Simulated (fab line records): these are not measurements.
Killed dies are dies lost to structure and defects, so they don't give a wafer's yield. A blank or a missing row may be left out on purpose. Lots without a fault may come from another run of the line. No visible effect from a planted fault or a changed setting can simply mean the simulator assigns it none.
2 desks looking at one fault :: flow n5Finfet :: only its own numbers are on each desk; what lay behind them is given at the end

## DESK OF THE TOOL OWNER: rieDiel-06
The tool's own readings at N5_MOL_CONTACT_COAG_ETCHBACK_136 (etches SiO2 in CHF3, target depth 25 nm, time 16.7 s): means of the sampled wafers that have a number, for each lot that ran on this tool. If a lot's mean is further than 4 standard deviations from the usual mean, the lot is out of limits and carries the mark OUT (the distance appears in the brackets).
Columns: A = drypumpMotorCurrentA at N5_MOL_CONTACT_COAG_ETCHBACK_136, usual 5.8 A; B = oesProductAu at N5_MOL_CONTACT_COAG_ETCHBACK_136, usual 0.80 a.u.; C = rfVppV at N5_MOL_CONTACT_COAG_ETCHBACK_136, usual 526 V; D = showerheadPlenumPTorr at N5_MOL_CONTACT_COAG_ETCHBACK_136, usual 2.37 Torr; E = throttleValvePct at N5_MOL_CONTACT_COAG_ETCHBACK_136, usual 18.75 %
lot: L888
first seen here: day 5 20:39
A: 5.7
B: 0.72
C: 535
D: 2.39
E: 18.74

lot: L895
first seen here: day 7 02:34
A: 5.4
B: 0.73
C: 529
D: 2.39
E: 18.84

lot: L900
first seen here: day 8 14:23
A: 6.2
B: 0.75
C: 527
D: 2.30
E: 18.53
This desk's finding: nothing out of limits on any of the 3 lots.

## AT THE METROLOGY DESK
What the gauges read, lot by lot, whatever tool the lot ran on: means of the sampled wafers that have a number. If a lot's mean is further than 4 standard deviations from the usual mean, the lot is out of limits and carries the mark OUT (the distance appears in the brackets). 7 of its 10 readings are shown, namely those furthest out on some lot.
Columns: A = DIBL_N at N5_BEOL_M4_RC_MEAS_101, usual 36.4 mV/V; B = DIBL_P at N5_BEOL_M4_RC_MEAS_101, usual 36.2 mV/V; C = IOFF_P at N5_BEOL_M4_RC_MEAS_101, usual 0.21 nA/um; D = ION_N at N5_BEOL_M4_RC_MEAS_101, usual 670 uA/um; E = ION_P at N5_BEOL_M4_RC_MEAS_101, usual 459 uA/um; F = VT_N at N5_BEOL_M4_RC_MEAS_101, usual 250 mV; G = VT_P at N5_BEOL_M4_RC_MEAS_101, usual -250 mV
lot: L888
first seen here: day 8 20:48
A: 36.3
B: 37.4
C: 0.20
D: 668
E: 455
F: 250
G: -252

lot: L895
first seen here: day 11 04:25
A: 35.8
B: 34.4
C: 0.16
D: 657
E: 441
F: 257
G: -258

lot: L900
first seen here: day 12 08:26
A: 36.5
B: 34.7
C: 0.20
D: 660
E: 460
F: 252
G: -250

lot: L906
first seen here: day 13 02:19
A: 37.1
B: 38.9
C: 0.26
D: 677
E: 468
F: 247
G: -245

lot: L905
first seen here: day 13 05:35
A: 35.7
B: 35.8
C: 0.20
D: 664
E: 456
F: 254
G: -253

lot: L908
first seen here: day 13 16:05
A: 38.9
B: 37.2
C: 0.23
D: 686
E: 464
F: 246
G: -249

lot: L909
first seen here: day 13 23:15
A: 37.0
B: 37.2
C: 0.17
D: 666
E: 450
F: 253
G: -258
This desk's finding: nothing out of limits on any of the 7 lots.

## PUT TOGETHER
Nothing out of limits was seen by the tool owner's desk.
At the metrology desk, nothing out of limits was observed.

## WHAT THE SIMULATOR HAD INSERTED
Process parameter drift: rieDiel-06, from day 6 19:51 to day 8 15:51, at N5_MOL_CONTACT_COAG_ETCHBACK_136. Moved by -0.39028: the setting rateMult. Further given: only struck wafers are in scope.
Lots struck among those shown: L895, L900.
